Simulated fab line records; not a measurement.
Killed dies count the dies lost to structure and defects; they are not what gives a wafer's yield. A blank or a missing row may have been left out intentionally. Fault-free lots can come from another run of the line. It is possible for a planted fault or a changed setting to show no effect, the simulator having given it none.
Split-lot study + flow n5 finfet + 7 lots, 21 wafers read, on a route of 1938 steps

== SPLIT DETAILS ==
At N5_BEOL_M9_COAT_22 (resist thk 30 nm), the setting spin rpm was moved away from the recipe's 1500 rpm on 7 of the 21 wafers read, by -9.5% to +9.3%. All remaining wafers had this setting at the recipe value.

== FROM THE SPLIT TO THE READING: what the file shows between them, 2 steps ==
- N5_BEOL_M9_EBR_24
- N5_BEOL_M9_SOFTBAKE_23: time 60 s

== THE READING ==
CAR-EUV_of_BEOL_M9_COAT_22.thk nm (the simulator's own value, which no gauge read), in nm, at N5_BEOL_M9_DESCUM_33 (chemistry O2, time 7 s). The file does not state a usual value for it. Average 26.0 nm, standard deviation 0.091 nm, over the 14 wafers here run with the recipe.

| wafer  | tool, chamber at the split | spin rpm as run, rpm | against the recipe | CAR-EUV_of_BEOL_M9_COAT_22.thk nm, nm | against lot-mates on the recipe |
|--------|----------------------------|----------------------|--------------------|---------------------------------------|---------------------------------|
| L074.1 | litho track-03, 0          | 1500                 | recipe             | 26                                    | -                               |
| L074.2 | litho track-03, 0          | 1500                 | recipe             | 26                                    | -                               |
| L074.4 | litho track-03, 0          | 1500                 | recipe             | 26                                    | -                               |
| L076.4 | litho track-03, 0          | 1427                 | -4.9%              | 26.8                                  | +0.8                            |
| L076.5 | litho track-03, 0          | 1500                 | recipe             | 26                                    | -                               |
| L076.6 | litho track-03, 0          | 1500                 | recipe             | 26                                    | -                               |
| L078.2 | litho track-03, 0          | 1357                 | -9.5%              | 27.4                                  | +1.6                            |
| L078.6 | litho track-03, 0          | 1357                 | -9.5%              | 27.4                                  | +1.6                            |
| L078.4 | litho track-03, 0          | 1500                 | recipe             | 25.8                                  | -                               |
| L084.2 | litho track-04, 0          | 1500                 | recipe             | 26                                    | -                               |
| L084.5 | litho track-04, 0          | 1500                 | recipe             | 26.2                                  | -                               |
| L084.6 | litho track-04, 0          | 1500                 | recipe             | 26.2                                  | -                               |
| L087.1 | litho track-03, 0          | 1500                 | recipe             | 26                                    | -                               |
| L087.5 | litho track-03, 0          | 1500                 | recipe             | 26                                    | -                               |
| L087.6 | litho track-03, 0          | 1500                 | recipe             | 26                                    | -                               |
| L090.1 | litho track-04, 0          | 1500                 | recipe             | 26                                    | -                               |
| L090.3 | litho track-04, 0          | 1430                 | -4.7%              | 27                                    | +1.0                            |
| L090.6 | litho track-04, 0          | 1430                 | -4.7%              | 26.8                                  | +0.8                            |
| L095.2 | litho track-02, 0          | 1500                 | recipe             | 26                                    | -                               |
| L095.4 | litho track-02, 0          | 1640                 | +9.3%              | 24.6                                  | -1.4                            |
| L095.6 | litho track-02, 0          | 1640                 | +9.3%              | 24.6                                  | -1.4                            |

THE FIT
A straight line over all 21 wafers: CAR-EUV_of_BEOL_M9_COAT_22.thk nm changes by -0.153 nm for each +1% of spin rpm; r = -0.99; the points scatter about the line by 0.1 nm.
The same after taking each lot's own level away (the mean of its wafers on the recipe; 21 wafers): -0.162 nm for each +1%; r = -1.00; scatter 0.073 nm.
On that fit, the largest move of spin rpm shifts the reading by 1.5 nm.
The lots' own levels span 25.80 to 26.13 nm, that is 3.6 times the standard deviation above.
So the lot-to-lot level changes the slope little: the two slopes agree.
Check: with one of the wafers moved furthest among these (-9.5%) left out of the fit, the line predicts +1.56 nm for it against its lot-mates. Against them it came out at +1.6 nm.

== THE WHOLE CHAIN: every reading that the file lists as answering this split, in the file's order ==
| step                 | what it does           | reading                                                                            | change (the file's fit)               | r (the file's) |
|----------------------|------------------------|------------------------------------------------------------------------------------|---------------------------------------|----------------|
| N5_BEOL_M9_COAT_22   | resist thk 30 nm       | CAR-EUV_of_BEOL_M9_COAT_22.thk nm (the simulator's own value, which no gauge read) | -0.152 nm for each +1% of the setting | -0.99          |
| N5_BEOL_M9_DESCUM_33 | chemistry O2, time 7 s | CAR-EUV_of_BEOL_M9_COAT_22.thk nm (the simulator's own value, which no gauge read) | -0.163 nm for each +1% of the setting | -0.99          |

== THE FILE'S OWN FIT ==
CAR-EUV_of_BEOL_M9_COAT_22.thk nm changes by -0.163 nm for each +1% of spin rpm, r = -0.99.
